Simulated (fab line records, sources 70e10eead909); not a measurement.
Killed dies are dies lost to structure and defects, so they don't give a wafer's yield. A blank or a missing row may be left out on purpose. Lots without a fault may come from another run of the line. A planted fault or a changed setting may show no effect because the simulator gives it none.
Chamber matching | flow nand_harc | NHARC_A_STAIRCASE_CMP_450 on cmp-01: 4 sister chambers
The step polishes SiO2, target thk 200 nm. 4 wafers are shown with their chamber, then 8 later ones without.

WAFERS WITH THEIR CHAMBER
wafer  | chamber | motor_current_A (A)
L090.1 | 2       | 12.0
L090.2 | 1       | 13.3
L090.5 | 0       | 11.2
L093.3 | 3       | 13.1

WAFERS WITHOUT THEIR CHAMBER
wafer  | motor_current_A (A)
L093.5 | 14.0
L093.6 | 10.4
L095.3 | 13.7
L095.4 | 12.0
L095.6 | 12.0
L097.3 | 14.4
L097.5 | 10.6
L097.6 | 12.8

WHICH CHAMBER EACH WENT THROUGH
wafer  | from the rows above          | in truth
L093.5 | can't be placed: 1 or 3      | 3
L093.6 | can't be placed: 0 or 2      | 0
L095.3 | can't be placed: 1 or 3      | 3
L095.4 | can't be placed: 2 or 0 or 3 | 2
L095.6 | can't be placed: 2 or 0 or 3 | 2
L097.3 | can't be placed: 1 or 3      | 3
L097.5 | can't be placed: 0 or 2      | 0
L097.6 | can't be placed: 3 or 1 or 2 | 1
Placed correctly: 0 of 8. Can't be placed from these rows: 8 (the true chamber is among the candidates in 8). Placed wrongly: 0.
How it was worked out, from the rows above alone: a wafer's distance from a chamber is the root of the sum, over the readings, of the square of ((its reading less the chamber's mean) divided by the reading's scatter). The wafer belongs to the nearest chamber; if the next one is less than 2 further off, it can't be placed. A chamber's mean is the mean of its shown wafers. The scatter: with one shown wafer a chamber, the root of the mean of the squares of how far each hidden wafer lies from its nearest shown one.
